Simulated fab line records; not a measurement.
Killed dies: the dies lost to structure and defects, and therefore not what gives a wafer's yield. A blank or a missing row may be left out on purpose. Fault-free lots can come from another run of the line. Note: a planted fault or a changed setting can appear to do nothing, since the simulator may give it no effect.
Comparing a struck lot with a sound one ; flow n5_finfet ; 37 out of 1938 route steps
Sound: wafers L289.3, L289.4, L289.6. Wafers struck: L279.4, L279.5, L279.6. The cause comes at the end.
For every step that has rows: the tool of each side, followed by ch and its chambers, followed by its first start. Under that, the readings that differ: sound wafers ; struck wafers ; difference of the means ; sigmas: that difference in standard deviations of wafers without a fault.
alike: readings with means less than 2 such deviations apart, plus words and numbers identical on both sides. not compared: withheld readings, readings lacking a value on some wafer, bounds such as >300 that could conceal the same value, and numbers that have no deviation in the record and whose values overlap.
A row with sigmas, a row that says differs or no value, or rows on one side alone: a step with any of these is where the two part. Numbers that have no deviation but don't overlap get no sigmas and don't part them. A reading that every wafer of one side lacks parts them only if that side has two wafers or more.

first, 9 steps without rows for these wafers: N5_BEOL_M10_SURFACE_TREAT_76; N5_BEOL_M10_CVD_75 (deposits Co from CCTBA/H2, target thk 2 nm, time 138.9 s); N5_BEOL_M10_SPUTTER_48 (material Cu, target thk 12 nm, time 2 s); N5_BEOL_M10_ECD_50 (material Cu, target thk 318 nm); N5_BEOL_M10_ANNEAL_51 (time 90 s); N5_BEOL_M10_CMP_52 (polishes, stops on SiCOH lowk, t overpolish 7 s, target thk 140 nm); N5_BEOL_M10_PRE_CLEAN_55 (time 15 s); N5_BEOL_M10_DEP_56 (deposits SiCN from 3MS/NH3, target thk 15 nm, time 26.5 s); N5_BEOL_M11_ILD_DEP_00 (deposits SiCOH lowk from DEMS/porogen, target thk 308.51 nm, time 58 s).
N5_BEOL_M11_CURE_71: cures SiCOH lowk, time 240 s.
  sound on uv_cure-01 ch 0, day 15 14:53; struck on uv_cure-03 ch 2, day 13 16:30
  no value came back on the struck wafers for lamp_power_pct (%), run_length_s (s), wafer_temp_C_max; on the sound wafers lamp_power_pct (%) reads 52.29 52.31 52.33
reading;sound;struck;difference;sigmas
model.SiCOH_lowk_of_BEOL_M11_ILD_DEP_00.thk_nm (nm);263 266 265.6;316 317.4 309.8;+50;
N5_BEOL_M11_THK_MEAS_01:
  struck on film_metro-02, day 13 16:47; sound on film_metro-02, day 15 15:34
reading;sound;struck;difference;sigmas
M11_ILD_THK (nm);263 266 266;316 317 310;+49;+12
then, 24 steps without rows for these wafers: N5_BEOL_M11_PECVD_70 (deposits SiO2 from TEOS/O2, target thk 20 nm, time 22.7 s); N5_BEOL_M11_HM_DEP_02 (deposits TiN, target thk 20 nm); N5_BEOL_M11_COAT_59 (time 60 s, resist thk 100 nm); N5_BEOL_M11_COAT_60 (time 60 s, resist thk 30 nm); N5_BEOL_M11_COAT_05 (resist thk 90 nm); N5_BEOL_M11_EBR_07; N5_BEOL_M11_SOFTBAKE_06 (time 60 s); N5_BEOL_M11_EXPOSE_08 (exposes mask M11); N5_BEOL_M11_PEB_09 (peb time 60 s); N5_BEOL_M11_DEVELOP_10 (develop time 30 s); N5_BEOL_M11_DESCUM_16 (chemistry O2, time 7.9 s); N5_BEOL_M11_ETCH_61 (etches SiARC in CF4, target depth 39 nm, time 65 s); N5_BEOL_M11_ETCH_62 (etches SOC in N2/H2, target depth 110 nm, overetch 22 nm, time 165 s); N5_BEOL_M11_STRIP_68 (strips in N2/H2); N5_BEOL_M11_STRIP_67 (strips in CF4); N5_BEOL_M11_HM_OPEN_17 (chemistry Cl2/BCl3, target TiN, target depth 20 nm, overetch 6 nm); N5_BEOL_M11_STRIP_19 (strips in O2); N5_BEOL_M11_COAT_63 (time 60 s, resist thk 100 nm); N5_BEOL_M11_COAT_64 (time 60 s, resist thk 30 nm); N5_BEOL_M11_COAT_22 (resist thk 90 nm); N5_BEOL_M11_EBR_24; N5_BEOL_M11_SOFTBAKE_23 (time 60 s); N5_BEOL_M11_EXPOSE_25 (exposes mask V10); N5_BEOL_M11_PEB_26 (peb time 60 s).
N5_BEOL_M11_CMP_52: polishes, stops on SiCOH lowk, t overpolish 7 s, target thk 140 nm.
  sound on cmp-03 ch 0,1,2, day 15 23:38; struck on cmp-03 ch 2,3, day 14 03:22
reading;sound;struck;difference;sigmas
model.SiCOH_lowk_of_BEOL_M11_ILD_DEP_00.thk_nm (nm);260 263 262.6;313 314.4 306.8;+50;
  alike: clearing_platen_rpm, edge_zone_pressure_frac, motor_current_A
N5_PASSIVATION_PROBE_49:
  struck on prober-02, day 15 19:05; sound on prober-02, day 17 16:03
  alike: defect_limited_yield, killed_at_M0_to_M3, killed_at_M4_up, killed_at_contacts, killed_at_front_end, killed_at_other, killed_dies, killed_on_rim, killed_open, killed_short, sort_bin_5_function, sort_bin_6_memory, sort_n_pass, sort_yield_pct

## WHERE THEY PART
At N5_BEOL_M11_CURE_71 first; at N5_BEOL_M11_THK_MEAS_01 last (within this record only). Later steps at which nothing parts them and some readings are alike: N5_BEOL_M11_CMP_52, N5_PASSIVATION_PROBE_49.

WHY: whatever the simulator had introduced
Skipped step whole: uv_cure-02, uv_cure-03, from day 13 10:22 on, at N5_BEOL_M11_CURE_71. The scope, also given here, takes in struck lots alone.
